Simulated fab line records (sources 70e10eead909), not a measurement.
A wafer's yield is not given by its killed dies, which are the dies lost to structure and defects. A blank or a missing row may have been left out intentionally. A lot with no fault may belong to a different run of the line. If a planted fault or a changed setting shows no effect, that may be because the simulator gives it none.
fab line records + flow nand-harc
record:
- lots: 11
- wafers: 33
- last-day: 33
route steps=1302 shown A_M1@1184 THIN_TSV@1262 END@1302
lots that met no fault: taken from a fault-free run of the same line
start-h: the number of hours between the record's first day and the start of the first shown wafer of the lot + wait-h: hours elapsed since this lot's preceding step + " unchanged from the row above + L1.1+2: several wafers, shown together as one row + - no value, or no start was given + * or withheld: withheld + < > ~ a bound
route shown NAME@n: a module of which the file shows steps, and the number in the route of the first + usual: mean/standard deviation taken from wafers without a fault + same: alike in all rows + chamber/n: place in a boat + sites: readings site by site + _std_site: the values' standard deviation + _edge_site: outer sites' mean less inner sites' + radius-mm: for every site, how far away it sits from the centre of the wafer + mask NAME#n: copy n + behind: tool/chamber where the wafer was last shaped + hold: reason for holding the lot/hours on hold/outcome of the hold + device: the transistor (n, p or np) that didn't switch + end of line: the tests these same wafers got at the end of their route + step lacking rows: just its recipe + killed: count of dies lost to structure and defects at first sort (not the wafer's yield) + map: a wafer's dies, marking killed ones x, the rest . and places with no die _
set.NAME: setting as actually run; set.NAME@STEP: the setting as run at that earlier step + model.NAME: the simulator's own value behind a step, which no gauge read
a sample of lots followed through the steps of the route, with each step as a table and each wafer as a row
services: when a tool's chamber went out of use (start-h, in hours from the record's first day, below 0 if earlier), for how many hours, and the reason
== steps ==
step: NHARC_A_M1_ETCH_15
recipe:
- target-depth-a: 1825
- time-s: 91.2
- c4f8-flow-sccm: withheld
- ar-flow-sccm: 400
- rf-w: 600
- bias-w: 300
- chemistry: C4F8/Ar
usual:
- oes-product-au: 0.962/0.019
- rf-vpp-V: 440.9/2.1
| lot.wafer | tool        | chamber | start-h | wait-h | oes-product-au | rf-hours-counter-h | rf-vpp-V |
|-----------|-------------|---------|---------|--------|----------------|--------------------|----------|
| L536.1    | rie-diel-01 | 0       | 526.02  | -      | 0.980          | 3.5                | 441.0    |
| L536.3    | "           | 1       | "       | "      | 0.961          | 4.1                | 439.4    |
| L536.6    | "           | 2       | "       | "      | 0.958          | -                  | 439.9    |
| L537.4    | rie-diel-01 | 0       | 542.29  | -      | 0.963          | 4.1                | 440.4    |
| L537.3    | "           | 1       | "       | "      | 0.944          | 4.7                | 440.3    |
| L537.2    | "           | 3       | "       | "      | 0.936          | 4.8                | 442.9    |
| L539.1    | rie-diel-01 | 3       | 548.59  | -      | 0.960          | 5.0                | 443.7    |
| L539.5    | "           | 3       | "       | "      | 0.950          | -                  | 443.4    |
| L539.4    | "           | 0       | "       | "      | 0.964          | -                  | 441.2    |
| L541.2    | rie-diel-02 | 1       | 563.38  | -      | 0.959          | 8.2                | 436.9    |
| L541.3    | "           | 2       | "       | "      | 0.971          | 9.8                | 440.3    |
| L541.5    | "           | 0       | "       | "      | 0.966          | -                  | 441.9    |
| L538.2    | rie-diel-02 | 0       | 569.62  | -      | 0.933          | 9.0                | 441.9    |
| L538.1    | "           | 1       | "       | "      | 0.955          | 8.3                | 439.0    |
| L538.3    | "           | 2       | "       | "      | 0.927          | 9.9                | 439.0    |
| L542.1    | rie-diel-01 | 0       | 576.83  | -      | 0.963          | 0.3                | 438.3    |
| L542.2    | "           | 2       | "       | "      | 0.977          | 0.2                | 441.0    |
| L542.5    | "           | 1       | "       | "      | 0.974          | -                  | 438.9    |
| L544.4    | rie-diel-02 | 0       | 600.17  | -      | 0.969          | 0.6                | 443.0    |
| L544.1    | "           | 1       | "       | "      | 0.984          | 0.7                | 438.8    |
| L544.6    | "           | 0       | "       | "      | 0.978          | -                  | 441.2    |
| L545.2    | rie-diel-02 | 0       | 623.35  | -      | 0.972          | 1.9                | 439.6    |
| L545.3    | "           | 2       | "       | "      | 0.974          | 2.8                | 442.0    |
| L545.6    | "           | 0       | "       | "      | 0.969          | -                  | 441.8    |
| L550.3    | rie-diel-02 | 3       | 675.85  | -      | 0.961          | 4.8                | 443.1    |
| L550.4    | "           | 0       | "       | "      | 0.972          | 4.8                | 440.6    |
| L550.6    | "           | 1       | "       | "      | 0.975          | -                  | 438.0    |
| L557.4    | rie-diel-01 | 1       | 722.84  | -      | 0.972          | 3.2                | 439.4    |
| L557.1    | "           | 3       | "       | "      | 0.952          | 2.9                | 444.9    |
| L557.5    | "           | 2       | "       | "      | 0.969          | -                  | 440.8    |
| L559.1    | rie-diel-01 | 0       | 752.64  | -      | 0.956          | 0.1                | 441.3    |
| L559.2    | "           | 1       | "       | "      | 0.967          | 0.1                | 439.1    |
| L559.6    | "           | 2       | "       | "      | 0.978          | -                  | 440.8    |
step: NHARC_THIN_TSV_ETCH_44
recipe:
- target-depth-a: 15942
- time-s: 797.1
- cf4-flow-sccm: 150
- o2-flow-sccm: 10
- ar-flow-sccm: 0
- rf-w: 300
- bias-w: 800
- chemistry: CF4/O2
usual:
- drypump-motor-current-A: 5.7/0.53
- mfc-ar-sccm: 0.016/0.016
- oes-product-au: 0.998/0.007
- rf-vpp-V: 794/5.7
- showerhead-plenum-p-Torr: 1.82/0.088
- throttle-valve-pct: 16.915/0.01
| lot.wafer | tool        | chamber | start-h | wait-h | drypump-motor-current-A | mfc-ar-sccm | oes-product-au | rf-hours-counter-h | rf-vpp-V | showerhead-plenum-p-Torr | throttle-valve-pct |
|-----------|-------------|---------|---------|--------|-------------------------|-------------|----------------|--------------------|----------|--------------------------|--------------------|
| L536.1    | rie-diel-03 | 3       | 545.66  | 0.1    | 5.3                     | 0.006       | 0.992          | 6                  | 791      | 1.78                     | 16.899             |
| L536.3    | "           | 0       | "       | "      | 5.5                     | 0.036       | 0.993          | 6                  | 790      | 1.78                     | 16.922             |
| L536.6    | "           | 0       | "       | "      | 5.5                     | 0.036       | 0.987          | -                  | 790      | 1.77                     | 16.919             |
| L537.2    | rie-diel-11 | 3       | 579.93  | 0.1    | 5.3                     | 0.041       | 1.012          | 10                 | 801      | 1.92                     | 16.933             |
| L537.4    | "           | 0       | "       | "      | 5.7                     | 0           | 1.015          | 10                 | 793      | 1.79                     | 16.908             |
| L537.3    | "           | 2       | "       | "      | 6.6                     | 0           | 1.002          | 10                 | 784      | 1.71                     | 16.905             |
| L539.4    | rie-diel-08 | 2       | 582.24  | 0.1    | 6.1                     | 0.008       | 1.009          | 1                  | 802      | 1.95                     | 16.909             |
| L539.1    | "           | 0       | "       | "      | 4.6                     | 0           | 0.994          | 1                  | 788      | 1.73                     | 16.905             |
| L539.5    | "           | 2       | "       | "      | 6.1                     | 0.008       | 1.003          | -                  | 802      | 1.95                     | 16.926             |
| L541.2    | rie-diel-08 | 2       | 583.66  | 0.3    | 6.1                     | 0.008       | 1.006          | 2                  | 802      | 1.95                     | 16.930             |
| L541.3    | "           | 3       | "       | "      | 5.7                     | 0.039       | 0.998          | 2                  | 800      | 1.95                     | 16.905             |
| L541.5    | "           | 0       | "       | "      | 4.6                     | 0           | 1.003          | -                  | 787      | 1.73                     | 16.916             |
| L538.2    | rie-diel-11 | 2       | 589.16  | 0.1    | 6.5                     | 0           | 1.007          | 10                 | 786      | 1.70                     | 16.928             |
| L538.1    | "           | 3       | "       | "      | 5.2                     | 0.041       | 1.005          | 11                 | 799      | 1.92                     | 16.912             |
| L538.3    | "           | 0       | "       | "      | 5.7                     | 0           | 1.017          | 11                 | 791      | 1.78                     | 16.916             |
| L542.1    | rie-diel-11 | 2       | 596.38  | 0.1    | 6.6                     | 0           | 1.008          | 11                 | 786      | 1.71                     | 16.915             |
| L542.2    | "           | 0       | "       | "      | 5.7                     | 0           | 1.010          | 11                 | 793      | 1.78                     | 16.915             |
| L542.5    | "           | 0       | "       | "      | 5.7                     | 0           | 1.009          | -                  | 792      | 1.78                     | 16.905             |
| L544.1    | rie-diel-11 | 3       | 620.98  | 0.1    | 5.3                     | 0.041       | 0.998          | 0                  | 799      | 1.92                     | 16.906             |
| L544.4    | "           | 0       | "       | "      | 5.7                     | 0           | 0.999          | 1                  | 793      | 1.78                     | 16.923             |
| L544.6    | "           | 0       | "       | "      | 5.7                     | 0           | 0.992          | -                  | 791      | 1.78                     | 16.919             |
| L545.3    | rie-diel-08 | 3       | 642.90  | 0.1    | 5.7                     | 0.039       | 0.991          | 4                  | 803      | 1.95                     | 16.945             |
| L545.2    | "           | 0       | "       | "      | 4.6                     | 0           | 0.994          | 5                  | 786      | 1.72                     | 16.911             |
| L545.6    | "           | 3       | "       | "      | 5.7                     | 0.039       | 0.988          | -                  | 802      | 1.95                     | 16.904             |
| L550.4    | rie-diel-03 | 3       | 695.00  | 0.2    | 5.2                     | 0.006       | 1.008          | 3                  | 790      | 1.78                     | 16.912             |
| L550.3    | "           | 0       | "       | "      | 5.5                     | 0.036       | 0.994          | 3                  | 790      | 1.77                     | 16.930             |
| L550.6    | "           | 2       | "       | "      | 6.6                     | 0.013       | 0.998          | -                  | 802      | 1.95                     | 16.906             |
| L557.4    | rie-diel-11 | 0       | 746.76  | 0.1    | 5.7                     | 0           | 1.008          | 9                  | 790      | 1.78                     | 16.910             |
| L557.1    | "           | 2       | "       | "      | 6.6                     | 0           | 1.001          | 8                  | 786      | 1.70                     | 16.924             |
| L557.5    | "           | 0       | "       | "      | 5.7                     | 0           | 0.998          | -                  | 793      | 1.78                     | 16.903             |
| L559.1    | rie-diel-11 | 1       | 772.20  | 0.1    | 5.7                     | 0.023       | 0.994          | 10                 | 794      | 1.83                     | 16.913             |
| L559.2    | "           | 3       | "       | "      | 5.3                     | 0.041       | 0.986          | 11                 | 800      | 1.92                     | 16.913             |
| L559.6    | "           | 1       | "       | "      | 5.6                     | 0.023       | 1.006          | -                  | 796      | 1.83                     | 16.930             |
step: NHARC_THIN_TSV_DEP_47
recipe:
- target-thk-a: 2000
- temp-c: withheld
- pressure-torr: 6.5
- rf-w: 900
- teos-flow-sccm: 161.4
- flow-sccm: 2650
- target-thk-nm: 200
- gas: O2
- material: SiO2
usual:
- throttle-valve-pct: 16.0/0.48
| lot.wafer | tool     | chamber | start-h | wait-h | throttle-valve-pct |
|-----------|----------|---------|---------|--------|--------------------|
| L536.3    | pecvd-04 | 1       | 547.24  | -      | 15.5               |
| L536.1    | "        | 2       | "       | "      | 15.9               |
| L536.6    | "        | 0       | "       | "      | 15.7               |
| L537.2    | pecvd-02 | 1       | 581.51  | -      | 16.8               |
| L537.3    | "        | 0       | "       | "      | 16.8               |
| L537.4    | "        | 0       | "       | "      | 16.8               |
| L539.1    | pecvd-04 | 0       | 583.87  | -      | 16.1               |
| L539.4    | "        | 2       | "       | "      | 15.6               |
| L539.5    | "        | 0       | "       | "      | 15.8               |
| L541.2    | pecvd-04 | 0       | 585.18  | -      | 15.8               |
| L541.3    | "        | 1       | "       | "      | 15.8               |
| L541.5    | "        | 2       | "       | "      | 15.9               |
| L538.1    | pecvd-04 | 0       | 590.76  | -      | 16.0               |
| L538.3    | "        | 1       | "       | "      | 15.5               |
| L538.2    | "        | 2       | "       | "      | 15.7               |
| L542.2    | pecvd-04 | 0       | 598.16  | -      | 16.1               |
| L542.1    | "        | 1       | "       | "      | 15.8               |
| L542.5    | "        | 1       | "       | "      | 15.6               |
| L544.1    | pecvd-02 | 0       | 622.65  | -      | 16.2               |
| L544.4    | "        | 1       | "       | "      | 16.5               |
| L544.6    | "        | 2       | "       | "      | 15.6               |
| L545.2    | pecvd-03 | 2       | 644.65  | -      | 16.2               |
| L545.3    | "        | 0       | "       | "      | 16.0               |
| L545.6    | "        | 0       | "       | "      | 16.2               |
| L550.3    | pecvd-02 | 2       | 696.54  | -      | 15.4               |
| L550.6    | "        | 1       | "       | "      | 17.0               |
| L550.4    | "        | 0       | "       | "      | 16.8               |
| L557.1    | pecvd-04 | 0       | 748.34  | -      | 15.9               |
| L557.5    | "        | 1       | "       | "      | 16.0               |
| L557.4    | "        | 2       | "       | "      | 15.3               |
| L559.2    | pecvd-03 | 2       | 773.96  | -      | 17.0               |
| L559.1    | "        | 0       | "       | "      | 15.8               |
| L559.6    | "        | 2       | "       | "      | 16.8               |
step: NHARC_THIN_TSV_ANNEAL_52
recipe:
- temp-c: 225
- time-s: 90
usual:
- wafer_temp_C_max: 225.94/0.22
| lot.wafer | tool          | chamber | start-h | wait-h | wafer_temp_C_max |
|-----------|---------------|---------|---------|--------|------------------|
| L536.1    | rtp-anneal-02 | 0       | 549.36  | 0.5    | 226.01           |
| L536.3    | "             | 0       | "       | "      | 226.03           |
| L536.6    | "             | 0       | "       | "      | 225.70           |
| L537.2    | rtp-anneal-02 | 0       | 583.67  | 0.7    | 226.03           |
| L537.3    | "             | 0       | "       | "      | 225.84           |
| L537.4    | "             | 0       | "       | "      | 225.87           |
| L539.1    | rtp-anneal-02 | 0       | 586.01  | 0.6    | 225.72           |
| L539.4    | "             | 0       | "       | "      | 225.58           |
| L539.5    | "             | 0       | "       | "      | 225.73           |
| L541.2    | rtp-anneal-01 | 0       | 587.30  | 0.6    | 226.05           |
| L541.3    | "             | 0       | "       | "      | 226.04           |
| L541.5    | "             | 0       | "       | "      | 226.05           |
| L538.1    | rtp-anneal-01 | 0       | 592.88  | 0.5    | 226.30           |
| L538.2    | "             | 0       | "       | "      | 225.98           |
| L538.3    | "             | 0       | "       | "      | 225.93           |
| L542.1    | rtp-anneal-01 | 0       | 600.31  | 0.6    | 225.96           |
| L542.2    | "             | 0       | "       | "      | 225.61           |
| L542.5    | "             | 0       | "       | "      | 226.35           |
| L544.1    | rtp-anneal-02 | 0       | 624.78  | 0.5    | 226.09           |
| L544.4    | "             | 0       | "       | "      | 226.09           |
| L544.6    | "             | 0       | "       | "      | 226.32           |
| L545.2    | rtp-anneal-01 | 0       | 646.77  | 0.6    | 226.39           |
| L545.3    | "             | 0       | "       | "      | 225.87           |
| L545.6    | "             | 0       | "       | "      | 226.16           |
| L550.3    | rtp-anneal-01 | 0       | 698.74  | 0.4    | 225.97           |
| L550.4    | "             | 0       | "       | "      | 226.19           |
| L550.6    | "             | 0       | "       | "      | 225.77           |
| L557.1    | rtp-anneal-01 | 0       | 750.45  | 0.5    | 226.05           |
| L557.4    | "             | 0       | "       | "      | 226.24           |
| L557.5    | "             | 0       | "       | "      | 225.78           |
| L559.1    | rtp-anneal-02 | 0       | 776.04  | 0.6    | 225.88           |
| L559.2    | "             | 0       | "       | "      | 225.55           |
| L559.6    | "             | 0       | "       | "      | 225.94           |
step: NHARC_END_SORT_01
recipe:
- temp-c: 25
usual:
- defect-limited-yield: 91.5/2.4
- killed-at-array: 52/16
- killed-at-other: 0.8/1.1
- killed-at-periphery: 4.2/2.5
- killed-dies: 57/16
- killed-open: 3.4/2
- killed-short: 2.6/1.6
- sort_bin_2_pct: 3.0/1.1
- sort_bin_3_pct: 0.6/0.31
- sort_bin_4_pct: 4.8/1.4
- sort-n-pass: 620/16
- sort-rim-yield-pct: 90/4.8
- sort-yield-pct: 91.5/2.4
same:
- gross-dies: 677
- sort_bin_5_pct[%]: 0
- sort_bin_6_pct[%]: 0
- sort_bin_7_pct[%]: 0
- sort_bin_8_pct[%]: 0
- sort-rim-n-gross: 106.00
| lot.wafer | tool      | chamber | start-h | wait-h | defect-limited-yield[%] | killed-at-array | killed-at-other | killed-at-periphery | killed-dies | killed-open | killed-short | sort_bin_2_pct[%] | sort_bin_3_pct[%] | sort_bin_4_pct[%] | sort-n-pass | sort-rim-yield-pct[%] | sort-yield-pct[%] |
|-----------|-----------|---------|---------|--------|-------------------------|-----------------|-----------------|---------------------|-------------|-------------|--------------|-------------------|-------------------|-------------------|-------------|-----------------------|-------------------|
| L550.3    | prober-01 | 0       | 709.83  | 3.1    | 92.6                    | 46              | 2               | 2                   | 50          | 1           | 3            | 2.5               | 0.3               | 4.6               | 627         | 99                    | 92.6              |
| L550.4    | prober-01 | 0       | 710.64  | 3.4    | 84.3                    | 104             | 0               | 2                   | 106         | 1           | 4            | 6.4               | 2.8               | 6.5               | 571         | 92                    | 84.3              |
| L550.6    | prober-01 | 0       | 712.25  | 4.0    | 94.4                    | 36              | 0               | 2                   | 38          | 4           | 0            | 1.6               | 0.3               | 3.7               | 639         | 88                    | 94.4              |
killed by level:class
L550.3 A_CHANNEL_HOLE_D1:chamber-film-flake=33 A_STAIRCASE:chamber-film-flake=4 A_SLIT:chamber-film-flake=2 A_CONTACT:chamber-film-flake=2 A_ONON_D1:geometric-particle:open=1 A_ONON_D1:geometric-particle:short=1 A_CHANNEL_HOLE_D1:geometric-particle:short=1 P_ZERO_WELL:chamber-film-flake=1
L550.4 A_M1:unspecified=75 A_CHANNEL_HOLE_D1:chamber-film-flake=19 A_ONON_D1:geometric-particle:short=2 P_STI:chamber-film-flake=2 A_STAIRCASE:chamber-film-flake=2 A_CONTACT:chamber-film-flake=2 A_CHANNEL_FILL_D1:geometric-particle:short=1 A_WL_FILL:geometric-particle:open=1
L550.6 A_CHANNEL_HOLE_D1:chamber-film-flake=25 A_STAIRCASE:chamber-film-flake=4 A_CONTACT:chamber-film-flake=3 P_CONTACT:geometric-particle:open=1 A_CHANNEL_FILL_D1:geometric-particle:open=1 A_DECK1_JOINT:geometric-particle:open=1 A_M0:geometric-particle:open=1 P_STI:chamber-film-flake=1
== services ==
| tool          | chamber | start-h | hours | kind   |
|---------------|---------|---------|-------|--------|
| rie-diel-02   | 1       | 519.51  | 15.1  | repair |
| rie-diel-02   | 0       | 521.29  | 2.6   | repair |
| rie-diel-08   | -       | 525.32  | 1.3   | repair |
| rie-diel-11   | 1       | 535.49  | 10.5  | repair |
| rie-diel-08   | -       | 544.80  | 9.0   | pm     |
| rie-diel-01   | 1       | 545.58  | 6.4   | repair |
| rie-diel-01   | -       | 557.84  | 9.0   | pm     |
| rie-diel-02   | 3       | 559.94  | 10.0  | repair |
| pecvd-04      | -       | 562.43  | 0.3   | repair |
| rie-diel-02   | -       | 570.84  | 9.0   | pm     |
| pecvd-02      | 1       | 572.01  | 5.2   | repair |
| rie-diel-01   | 3       | 578.60  | 5.5   | repair |
| rie-diel-11   | 1       | 593.45  | 16.5  | repair |
| rie-diel-11   | -       | 609.50  | 9.0   | pm     |
| rie-diel-02   | 0       | 614.67  | 1.5   | repair |
| rie-diel-02   | -       | 627.87  | 0.6   | repair |
| pecvd-04      | -       | 631.23  | 13.0  | pm     |
| pecvd-04      | 2       | 681.25  | 3.3   | repair |
| rie-diel-01   | 1       | 698.39  | 4.2   | repair |
| rie-diel-11   | 0       | 706.29  | 13.6  | repair |
| rie-diel-01   | -       | 713.37  | 0.9   | repair |
| rie-diel-01   | -       | 734.90  | 9.0   | pm     |
| rtp-anneal-02 | -       | 744.00  | 12.0  | pm     |
| rie-diel-02   | -       | 747.84  | 9.0   | pm     |
== key ==
first-sign:
- step: NHARC_END_SORT_01
- reading: killed-at-array
- direction: up
- sigmas: 3.3
- usual: 52
- struck: 104
effect:
- step: NHARC_END_SORT_01
- reading: killed-dies
- direction: up
- sigmas: 3
- usual: 57
- struck: 106
more-kills-born-at:
- NHARC_A_M1_ETCH_15@rie-diel-02: 75
met-at NHARC_A_M1_ETCH_15
struck-lots L550
struck-wafers L550.4
not-acting-at NHARC_THIN_TSV_ETCH_44,NHARC_THIN_TSV_DEP_47,NHARC_THIN_TSV_ANNEAL_52
onset-between 623.35 675.85
fault:
- kind: chamber-particle-source
- tool: rie-diel-02
- chamber: 0
- onset-h: 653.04
- steps: NHARC_A_M1_ETCH_15
- rate-per-visit-cm2: 0.53023
- end-h: 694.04
